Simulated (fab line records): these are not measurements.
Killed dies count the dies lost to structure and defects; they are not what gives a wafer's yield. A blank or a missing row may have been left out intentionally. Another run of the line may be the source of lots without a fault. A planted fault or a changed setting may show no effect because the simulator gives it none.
Chamber matching ; flow n5 finfet ; N5_BEOL_M7_ETCH_61 on rie diel-02: 4 sister chambers
The step etches SiARC in CF4, target depth 45.5 nm, time 75.8 s. 18 wafers are shown with their chamber, then 9 later ones without.

WAFERS WITH THEIR CHAMBER
wafer;chamber;drypump motor current A (A);showerhead plenum p Torr (Torr);throttle valve pct (%)
L076.2;0;5.8;2.09;15.7
L076.5;2;5.8;2.04;16.1
L076.6;1;4.8;2.16;16.0
L074.3;3;5.4;2.26;15.3
L074.4;2;5.8;2.04;16.1
L074.5;3;5.4;2.26;15.4
L075.1;3;5.4;2.26;15.3
L075.4;2;5.8;2.04;16.1
L075.5;3;5.4;2.26;15.3
L077.2;1;4.8;2.16;16.0
L077.3;3;5.4;2.26;15.4
L077.6;2;5.9;2.04;16.1
L082.1;0;5.8;2.09;15.8
L082.3;1;4.8;2.15;16.0
L082.6;3;5.4;2.25;15.4
L084.1;2;5.8;2.04;16.1
L084.3;0;5.8;2.09;15.8
L084.5;3;5.4;2.25;15.4

SIGNATURES (means of the wafers above)
reading;chamber 0;chamber 1;chamber 2;chamber 3;scatter within a chamber
drypump motor current A;5.800;4.800;5.820;5.400;0.0239
showerhead plenum p Torr;2.0900;2.1567;2.0400;2.2571;0.00387
throttle valve pct;15.767;16.000;16.100;15.357;0.0412
Rule: a wafer lies at a distance from a chamber equal to the root of the sum of squares, over the readings, of (its reading less the chamber's mean, divided by the reading's scatter). The wafer belongs to the nearest chamber; if the next one is less than 2 further off, it can't be placed. The scatter is the square root of a quotient: the sum, over the shown wafers, of each reading's squared deviation from its chamber's mean, divided by wafers minus chambers.

WAFERS MISSING THEIR CHAMBER
wafer;drypump motor current A (A);showerhead plenum p Torr (Torr);throttle valve pct (%)
L086.3;4.8;2.15;16.0
L086.5;5.8;2.09;15.8
L086.6;4.8;2.15;16.0
L093.1;5.4;2.24;15.4
L093.3;4.8;2.15;16.0
L093.6;5.4;2.24;15.4
L097.2;5.8;2.08;15.8
L097.3;5.8;2.28;15.7
L097.6;4.8;2.14;16.0

CHAMBER TAKEN BY EACH
wafer;from the rows above;in truth
L086.3;1;1
L086.5;0;0
L086.6;1;1
L093.1;3;3
L093.3;1;1
L093.6;3;3
L097.2;0;0
L097.3;3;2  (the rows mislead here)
L097.6;1;1
Correct placement for 8 of the 9. From these rows, 0 cannot be placed. Number placed wrongly: 1.
